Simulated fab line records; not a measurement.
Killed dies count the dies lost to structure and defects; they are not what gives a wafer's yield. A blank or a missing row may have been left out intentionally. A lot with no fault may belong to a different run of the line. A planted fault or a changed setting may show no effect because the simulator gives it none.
What tool caused it? / flow n5 finfet / 36 wafers from 12 lots sampled at 6 of the route's 1938 steps

WHAT THE GAUGES READ, wafer by wafer
N5_DUMMY_GATE_CD_MEAS_24 targets a cd of 15 nm.
lot=L075; measured=day 3 03:47; on=cd sem-01; cd nm (nm)=15.1 15.4 15.2
lot=L077; measured=day 3 17:14; on=cd sem-03; cd nm (nm)=14.6 15.3 14.8
lot=L079; measured=day 4 05:52; on=cd sem-03; cd nm (nm)=14.5 14.7 15.3
lot=L081; measured=day 4 17:19; on=cd sem-01; cd nm (nm)=14.6 15.2 15.1
lot=L083; measured=day 5 04:10; on=cd sem-01; cd nm (nm)=15.0 15.1 14.8
lot=L085; measured=day 5 18:25; on=cd sem-03; cd nm (nm)=15.3 15.1 15.5
lot=L087; measured=day 6 09:32; on=cd sem-01; cd nm (nm)=15.4 14.4 14.8
lot=L089; measured=day 6 18:30; on=cd sem-02; cd nm (nm)=14.6 14.8 14.6
lot=L091; measured=day 7 03:51; on=cd sem-03; cd nm (nm)=14.3 15.8 14.7
lot=L093; measured=day 7 18:01; on=cd sem-01; cd nm (nm)=15.3 15.4 14.6
lot=L095; measured=day 8 04:14; on=cd sem-02; cd nm (nm)=15.3 14.6 14.2
lot=L097; measured=day 8 16:53; on=cd sem-01; cd nm (nm)=14.4 15.2 15.0

WHAT TOOL EACH LOT RAN ON (gives the tool, then ch and the chambers of the sampled wafers, and finally the start)
lot=L075; N5_STI_FIN_REVEAL_ETCH_34=rie si-04 ch 0,1,2, day 2 17:31; N5_STI_FIN_REVEAL_OXIDATION_33=plasma asher-01 ch 0,1, day 2 18:01; N5_DUMMY_GATE_ALD_02=ald sin-03 ch 1,3, day 2 18:24; N5_DUMMY_GATE_STRIP_40=rie diel-04 ch 0,1,3, day 3 03:14; N5_DUMMY_GATE_ETCH_32=rie si-02 ch 1,2,3, day 3 03:35
lot=L077; N5_STI_FIN_REVEAL_ETCH_34=rie si-04 ch 0,2,3, day 3 06:02; N5_STI_FIN_REVEAL_OXIDATION_33=plasma asher-01 ch 0,1, day 3 06:28; N5_DUMMY_GATE_ALD_02=ald sin-03 ch 0,1,2, day 3 06:54; N5_DUMMY_GATE_STRIP_40=rie diel-04 ch 1,2,3, day 3 16:40; N5_DUMMY_GATE_ETCH_32=rie si-02 ch 0,1,3, day 3 17:02
lot=L079; N5_STI_FIN_REVEAL_ETCH_34=rie si-06 ch 0,1,3, day 3 19:30; N5_STI_FIN_REVEAL_OXIDATION_33=plasma asher-01 ch 0,1, day 3 19:58; N5_DUMMY_GATE_ALD_02=ald sin-04 ch 1,2,3, day 3 20:29; N5_DUMMY_GATE_STRIP_40=rie diel-05 ch 1,2,3, day 4 05:19; N5_DUMMY_GATE_ETCH_32=rie si-03 ch 0,1,2, day 4 05:40
lot=L081; N5_STI_FIN_REVEAL_ETCH_34=rie si-05 ch 0,1,3, day 4 06:52; N5_STI_FIN_REVEAL_OXIDATION_33=plasma asher-02 ch 0, day 4 07:21; N5_DUMMY_GATE_ALD_02=ald sin-04 ch 0,2, day 4 07:54; N5_DUMMY_GATE_STRIP_40=rie diel-01 ch 0,1,3, day 4 16:46; N5_DUMMY_GATE_ETCH_32=rie si-02 ch 1,2, day 4 17:07
lot=L083; N5_STI_FIN_REVEAL_ETCH_34=rie si-06 ch 1,3, day 4 17:52; N5_STI_FIN_REVEAL_OXIDATION_33=plasma asher-02 ch 0,1, day 4 18:16; N5_DUMMY_GATE_ALD_02=ald sin-04 ch 0,2,3, day 4 18:39; N5_DUMMY_GATE_STRIP_40=rie diel-05 ch 0,3, day 5 03:37; N5_DUMMY_GATE_ETCH_32=rie si-02 ch 0,3, day 5 03:58
lot=L085; N5_STI_FIN_REVEAL_ETCH_34=rie si-05 ch 0,2,3, day 5 06:11; N5_STI_FIN_REVEAL_OXIDATION_33=plasma asher-02 ch 0,1, day 5 06:37; N5_DUMMY_GATE_ALD_02=ald sin-04 ch 0,1,3, day 5 06:59; N5_DUMMY_GATE_STRIP_40=rie diel-05 ch 1,2,3, day 5 17:52; N5_DUMMY_GATE_ETCH_32=rie si-03 ch 0,2,3, day 5 18:13
lot=L087; N5_STI_FIN_REVEAL_ETCH_34=rie si-04 ch 0,3, day 5 23:11; N5_STI_FIN_REVEAL_OXIDATION_33=plasma asher-01 ch 0,1, day 5 23:37; N5_DUMMY_GATE_ALD_02=ald sin-04 ch 0,2,3, day 5 23:58; N5_DUMMY_GATE_STRIP_40=rie diel-05 ch 2,3, day 6 08:58; N5_DUMMY_GATE_ETCH_32=rie si-02 ch 0,3, day 6 09:20
lot=L089; N5_STI_FIN_REVEAL_ETCH_34=rie si-06 ch 1,2,3, day 6 07:31; N5_STI_FIN_REVEAL_OXIDATION_33=plasma asher-02 ch 0,1, day 6 07:55; N5_DUMMY_GATE_ALD_02=ald sin-04 ch 0,2, day 6 08:25; N5_DUMMY_GATE_STRIP_40=rie diel-05 ch 2,3, day 6 17:57; N5_DUMMY_GATE_ETCH_32=rie si-02 ch 0,2, day 6 18:18
lot=L091; N5_STI_FIN_REVEAL_ETCH_34=rie si-05 ch 0,3, day 6 17:34; N5_STI_FIN_REVEAL_OXIDATION_33=plasma asher-01 ch 0, day 6 17:58; N5_DUMMY_GATE_ALD_02=ald sin-02 ch 0,1,2, day 6 18:21; N5_DUMMY_GATE_STRIP_40=rie diel-04 ch 1,2,3, day 7 03:18; N5_DUMMY_GATE_ETCH_32=rie si-01 ch 1,2,3, day 7 03:39
lot=L093; N5_STI_FIN_REVEAL_ETCH_34=rie si-04 ch 2,3, day 7 07:16; N5_STI_FIN_REVEAL_OXIDATION_33=plasma asher-01 ch 0,1, day 7 08:07; N5_DUMMY_GATE_ALD_02=ald sin-02 ch 0,2,3, day 7 08:30; N5_DUMMY_GATE_STRIP_40=rie diel-04 ch 0,1,2, day 7 17:28; N5_DUMMY_GATE_ETCH_32=rie si-03 ch 0,1,2, day 7 17:49
lot=L095; N5_STI_FIN_REVEAL_ETCH_34=rie si-05 ch 0,1,3, day 7 17:32; N5_STI_FIN_REVEAL_OXIDATION_33=plasma asher-01 ch 0,1, day 7 17:59; N5_DUMMY_GATE_ALD_02=ald sin-04 ch 1,2, day 7 18:31; N5_DUMMY_GATE_STRIP_40=rie diel-04 ch 1,2,3, day 8 03:35; N5_DUMMY_GATE_ETCH_32=rie si-02 ch 0,2,3, day 8 04:02
lot=L097; N5_STI_FIN_REVEAL_ETCH_34=rie si-05 ch 1,2,3, day 8 06:44; N5_STI_FIN_REVEAL_OXIDATION_33=plasma asher-01 ch 0,1, day 8 07:08; N5_DUMMY_GATE_ALD_02=ald sin-02 ch 2,3, day 8 07:31; N5_DUMMY_GATE_STRIP_40=rie diel-04 ch 0,2, day 8 16:21; N5_DUMMY_GATE_ETCH_32=rie si-01 ch 0,2,3, day 8 16:41
- N5_STI_FIN_REVEAL_ETCH_34: etches Si in H2, material Si, target depth 0.97 nm.
- N5_STI_FIN_REVEAL_OXIDATION_33: chemistry O2 PLASMA REMOTE, time 20 s.
- N5_DUMMY_GATE_ALD_02: deposits SiO2, target thk 2 nm, pulse time 1 s.
- N5_DUMMY_GATE_STRIP_40: strips in CF4.
- N5_DUMMY_GATE_ETCH_32: etches SiO2 in CF4, target depth 3.5 nm, time 3.9 s.

THE ANSWER, worked out from the rows above alone
Rule: the lots themselves supply what counts as usual. Put in order of their means at a reading, lots are off if they are a third of the lots or fewer, leave a main group of 4 or more, and stand apart from it by a gap of 3 or more times the standard deviation of the main group's means; of several such gaps the widest counts. A main group is skipped when, at the precision printed for the reading in the tables above, its means are all equal. Also off: a lot with no number at a reading for which 4 or more lots have one. All remaining lots with rows at the step are treated as sound.
Nothing can be told from this: no lot is off at any reading shown.

WHAT HAD BEEN PUT IN BY THE SIMULATOR
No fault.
